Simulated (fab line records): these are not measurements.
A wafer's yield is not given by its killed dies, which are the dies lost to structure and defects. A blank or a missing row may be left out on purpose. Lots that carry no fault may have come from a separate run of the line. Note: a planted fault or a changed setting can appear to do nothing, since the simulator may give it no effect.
A lot that was struck, set against a sound lot	flow nand harc	14 out of 1302 route steps
Sound: these wafers, L621.1, L621.5, L621.6. Struck: wafers L632.3, L632.5, L632.6. The cause comes at the end.
Per side, at each step with rows, come the tool, then ch with its chambers, and then its first start. Under that, the readings that differ: sound wafers	struck wafers	difference of the means	sigmas: that difference in standard deviations of wafers without a fault.
alike: readings whose means differ by less than 2 such deviations, and words and numbers that are the same on both sides. not compared: withheld readings, readings that some wafer has no value for, bounds like >300 that may hide the same value, and numbers for which the record gives no deviation and whose values overlap.
Wherever a step has rows on one side only, a row that says differs or no value, or a row with sigmas, the two part there. When numbers do not overlap yet have no deviation, they are printed without sigmas and do not part them. A reading missing from all wafers of one side parts the sides only when that side holds two or more wafers.

first, 1 step without rows for these wafers: NHARC_A_ONON_D1_DEP_12 (target thk 1000 nm).
NHARC_A_ONON_D1_THK_MEAS_14: measures by ellipsometry.
  sound: film metro-02 at day 10 16:59; struck: film metro-02 at day 15 10:48
reading	sound	struck	difference	sigmas
thk nm (nm)	1016 1016 1018	977 977 979	-39	-4
then, 2 steps without rows for these wafers: NHARC_A_ONON_D1_ANNEAL_15 (time 3600 s); NHARC_A_ONON_D1_DEP_16 (target thk 1000 nm).
NHARC_A_ONON_D1_THK_MEAS_18: measures by ellipsometry.
  sound: film metro-02 at day 11 01:05; struck: film metro-02 at day 15 20:21
  alike: thk nm
following that, 1 step holds no rows for these wafers, namely NHARC_A_ONON_D1_DEP_19 (target thickness 1000 nm).
NHARC_A_ONON_D1_THK_MEAS_21: measures by ellipsometry.
  sound: film metro-01 at day 11 01:39; struck: film metro-02 at day 15 20:55
  alike: thk nm
following that, 1 step holds no rows for these wafers, namely NHARC_A_ONON_D1_DEP_22 (target thickness 1000 nm).
NHARC_A_ONON_D1_THK_MEAS_24: measures by ellipsometry.
  sound: film metro-02 at day 11 02:13; struck: film metro-01 at day 15 21:29
  alike: thk nm
following that, 1 step holds no rows for these wafers, namely NHARC_A_ONON_D1_DEP_25 (target thickness 1000 nm).
NHARC_A_ONON_D1_THK_MEAS_27: measures by ellipsometry.
  sound: film metro-02 at day 11 02:47; struck: film metro-02 at day 15 22:03
  alike: thk nm
NHARC_A_ONON_D1_DEP_28: target thk 1000 nm.
  sound on pecvd onon-03 ch 0, day 11 02:50; struck on pecvd onon-03 ch 0, day 15 22:13
  alike: nh3 flow sccm
NHARC_A_ONON_D1_THK_MEAS_30: measures by ellipsometry.
  sound: film metro-02 at day 11 03:21; struck: film metro-02 at day 15 22:47
reading	sound	struck	difference	sigmas
thk nm (nm)	995 997 994	885 884 884	-111	-13
  not compared: hold
NHARC_A_ONON_D1_DEP_33: deposits SiO2, target thk 200 nm.
  sound on pecvd-01 ch 0,1,2, day 11 03:25; struck on pecvd-03 ch 1,2, day 15 23:55
reading	sound	struck	difference	sigmas
hold	- - -	await dispo/0.8h/release await dispo/0.8h/release await dispo/0.8h/release	no value on the sound wafers	
  alike: heater power w, mfc precursor sccm, showerhead vpp V, throttle valve pct

## WHERE THEY PART
Last at NHARC_A_ONON_D1_DEP_33 as far as this record goes, first at NHARC_A_ONON_D1_THK_MEAS_14.

WHY: what the simulator had put in
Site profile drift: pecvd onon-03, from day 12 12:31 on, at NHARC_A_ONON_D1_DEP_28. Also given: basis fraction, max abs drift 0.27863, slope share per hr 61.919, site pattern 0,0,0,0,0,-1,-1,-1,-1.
